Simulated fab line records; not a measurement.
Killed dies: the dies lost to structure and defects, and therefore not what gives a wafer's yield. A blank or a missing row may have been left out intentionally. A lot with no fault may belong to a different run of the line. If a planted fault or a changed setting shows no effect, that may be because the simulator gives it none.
Split-lot experiment | flow n5 finfet | 39 wafers read from 7 lots, route of 1938 steps

== THE SPLIT ITSELF ==
At N5_FIN_SAQP_MANDREL_ETCH_22 (etches a-Si in HBr/Cl2, stops on SiNx, target depth 60 nm, bt time 10 s, time 30 s), the setting target depth a was moved away from the recipe's 600 angstrom on 15 of the 39 wafers read, by -12.7% to -7.0%. All remaining wafers had this setting at the recipe value.

The split's own step is where the reading is taken.

== THE READING ==
SOC_of_FIN_SAQP_COAT_49.thk nm (the simulator's own value, which no gauge read), in nm, at N5_FIN_SAQP_MANDREL_ETCH_22 (etches a-Si in HBr/Cl2, stops on SiNx, target depth 60 nm, bt time 10 s, time 30 s). There is no usual value for it anywhere in the file. The 24 wafers here that ran the recipe average 76.30 nm, standard deviation 0.61 nm.

wafer  | tool, chamber at the split | target depth a as run, angstrom | against the recipe | SOC_of_FIN_SAQP_COAT_49.thk nm, nm | against lot-mates on the recipe
L077.1 | rie si-01, 2               | 523.5                           | -12.7%             | 80.08                              | +3.82
L077.2 | rie si-01, 1               | 523.5                           | -12.7%             | 80.03                              | +3.77
L077.3 | rie si-01, 0               | 600                             | recipe             | 75.01                              | -
L077.4 | rie si-01, 0               | 523.5                           | -12.7%             | 78.25                              | +1.99
L077.5 | rie si-01, 2               | 600                             | recipe             | 76.83                              | -
L077.6 | rie si-01, 1               | 600                             | recipe             | 76.93                              | -
L080.1 | rie si-01, 0               | 552.5                           | -7.9%              | 78.01                              | +1.22
L080.2 | rie si-01, 1               | 552.5                           | -7.9%              | 78.83                              | +2.04
L080.3 | rie si-01, 3               | 600                             | recipe             | 76.58                              | -
L080.4 | rie si-01, 2               | 552.5                           | -7.9%              | 78.84                              | +2.05
L080.5 | rie si-01, 3               | 600                             | recipe             | 76.62                              | -
L080.6 | rie si-01, 2               | 600                             | recipe             | 77.16                              | -
L082.1 | rie si-01, 0               | 600                             | recipe             | 75.55                              | -
L082.2 | rie si-01, 2               | 600                             | recipe             | 77.05                              | -
L082.3 | rie si-01, 1               | 600                             | recipe             | 76.27                              | -
L082.4 | rie si-01, 3               | 600                             | recipe             | 75.85                              | -
L082.5 | rie si-01, 2               | 600                             | recipe             | 76.49                              | -
L082.6 | rie si-01, 3               | 600                             | recipe             | 75.89                              | -
L089.1 | rie si-01, 0               | 600                             | recipe             | 75.47                              | -
L089.2 | rie si-01, 1               | 557.9                           | -7.0%              | 77.94                              | +1.77
L089.3 | rie si-01, 3               | 600                             | recipe             | 76.4                               | -
L089.4 | rie si-01, 2               | 600                             | recipe             | 76.65                              | -
L089.5 | rie si-01, 2               | 557.9                           | -7.0%              | 78.16                              | +1.99
L089.6 | rie si-01, 3               | 557.9                           | -7.0%              | 77.85                              | +1.68
L091.2 | rie si-03, 3               | 600                             | recipe             | 75.93                              | -
L091.4 | rie si-03, 1               | 600                             | recipe             | 76.47                              | -
L091.6 | rie si-03, 1               | 600                             | recipe             | 75.97                              | -
L093.1 | rie si-03, 3               | 600                             | recipe             | 76.03                              | -
L093.2 | rie si-03, 0               | 533.5                           | -11.1%             | 79.57                              | +2.87
L093.3 | rie si-03, 1               | 533.5                           | -11.1%             | 78.9                               | +2.20
L093.4 | rie si-03, 2               | 533.5                           | -11.1%             | 80.07                              | +3.37
L093.5 | rie si-03, 2               | 600                             | recipe             | 77.5                               | -
L093.6 | rie si-03, 1               | 600                             | recipe             | 76.56                              | -
L095.1 | rie si-06, 0               | 523.9                           | -12.7%             | 79.54                              | +3.56
L095.2 | rie si-06, 3               | 600                             | recipe             | 76.19                              | -
L095.3 | rie si-06, 1               | 600                             | recipe             | 75.17                              | -
L095.4 | rie si-06, 2               | 523.9                           | -12.7%             | 79.57                              | +3.59
L095.5 | rie si-06, 0               | 600                             | recipe             | 76.59                              | -
L095.6 | rie si-06, 1               | 523.9                           | -12.7%             | 78.68                              | +2.70

THE FIT
A straight line over all 39 wafers: SOC_of_FIN_SAQP_COAT_49.thk nm changes by -0.256 nm for each +1% of target depth a; r = -0.91; the points scatter about the line by 0.61 nm.
The same after taking each lot's own level away (the mean of its wafers on the recipe; 39 wafers): -0.252 nm for each +1%; r = -0.93; scatter 0.55 nm.
The reading moves by 3.2 nm for the largest change in target depth a, on that fit.
Across the lots, their own levels run from 75.983 to 76.787 nm, a range of 1.3 times the standard deviation given above.
So the lot-to-lot level changes the slope little: the two slopes agree.
Check: +3.14 nm against its lot-mates is what the line predicts for one of the wafers moved furthest among these (-12.7%) when that wafer is left out of the fit. It came out at +3.82 nm against them.

== THE FILE'S OWN FIT ==
SOC_of_FIN_SAQP_COAT_49.thk nm changes by -0.251 nm for each +1% of target depth a, r = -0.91.
